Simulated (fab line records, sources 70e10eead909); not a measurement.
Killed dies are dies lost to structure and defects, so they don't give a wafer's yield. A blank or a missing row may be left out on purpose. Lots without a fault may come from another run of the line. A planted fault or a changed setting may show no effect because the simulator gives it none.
Chamber matching | flow nand_harc | NHARC_P_GATE_STRIP_101 on rie_diel-11: 4 sister chambers
The step strips in O2, time 20 s. 18 wafers are shown with their chamber, then 9 later ones without.

WAFERS WITH THEIR CHAMBER
wafer  | chamber | showerhead_plenum_p_Torr (Torr) | drypump_motor_current_A (A) | oes_product_au (a.u.)
L505.3 | 2       | 3.36                            | 5.8                         | 0.994
L505.4 | 3       | 3.59                            | 5.8                         | 1.001
L505.5 | 3       | 3.59                            | 5.8                         | 0.994
L507.1 | 2       | 3.36                            | 5.8                         | 0.999
L507.5 | 1       | 3.76                            | 5.6                         | 1.000
L507.6 | 2       | 3.36                            | 5.8                         | 1.000
L510.2 | 3       | 3.59                            | 5.8                         | 0.998
L510.3 | 1       | 3.75                            | 5.5                         | 1.012
L510.4 | 1       | 3.75                            | 5.6                         | 1.008
L511.1 | 2       | 3.36                            | 5.8                         | 1.002
L511.5 | 0       | 3.73                            | 5.6                         | 0.996
L511.6 | 1       | 3.75                            | 5.6                         | 1.005
L512.1 | 0       | 3.72                            | 5.6                         | 0.999
L512.5 | 2       | 3.35                            | 5.8                         | 1.011
L512.6 | 3       | 3.59                            | 5.8                         | 1.006
L513.2 | 1       | 3.75                            | 5.6                         | 0.998
L513.3 | 0       | 3.72                            | 5.6                         | 0.999
L513.5 | 3       | 3.59                            | 5.8                         | 0.997

SIGNATURES (means of the wafers above)
reading                  | chamber 0 | chamber 1 | chamber 2 | chamber 3 | scatter within a chamber
showerhead_plenum_p_Torr | 3.7233    | 3.7520    | 3.3580    | 3.5900    | 0.00402
drypump_motor_current_A  | 5.600     | 5.580     | 5.800     | 5.800     | 0.0239
oes_product_au           | 0.99800   | 1.00460   | 1.00120   | 0.99920   | 0.00517
Rule: a wafer's distance from a chamber is the root of the sum, over the readings, of the square of ((its reading less the chamber's mean) divided by the reading's scatter). The wafer belongs to the nearest chamber; if the next one is less than 2 further off, it can't be placed. The scatter: the root of (the sum of the squares of (reading less its chamber's mean) over the shown wafers, divided by (wafers less chambers)).

WAFERS WITHOUT THEIR CHAMBER
wafer  | showerhead_plenum_p_Torr (Torr) | drypump_motor_current_A (A) | oes_product_au (a.u.)
L521.1 | 3.58                            | 5.8                         | 1.008
L521.3 | 3.72                            | 5.6                         | 1.002
L521.5 | 3.75                            | 5.6                         | 0.997
L522.3 | 3.75                            | 5.6                         | 1.003
L522.5 | 3.58                            | 5.8                         | 0.993
L522.6 | 3.35                            | 5.8                         | 0.991
L523.1 | 3.72                            | 5.6                         | 0.999
L523.2 | 3.58                            | 5.8                         | 0.995
L523.3 | 3.35                            | 5.8                         | 1.005

WHICH CHAMBER EACH WENT THROUGH
wafer  | from the rows above | in truth
L521.1 | 3                   | 3
L521.3 | 0                   | 0
L521.5 | 1                   | 1
L522.3 | 1                   | 1
L522.5 | 3                   | 3
L522.6 | 2                   | 2
L523.1 | 0                   | 0
L523.2 | 3                   | 3
L523.3 | 2                   | 2
Placed correctly: 9 of 9. Can't be placed from these rows: 0. Placed wrongly: 0.
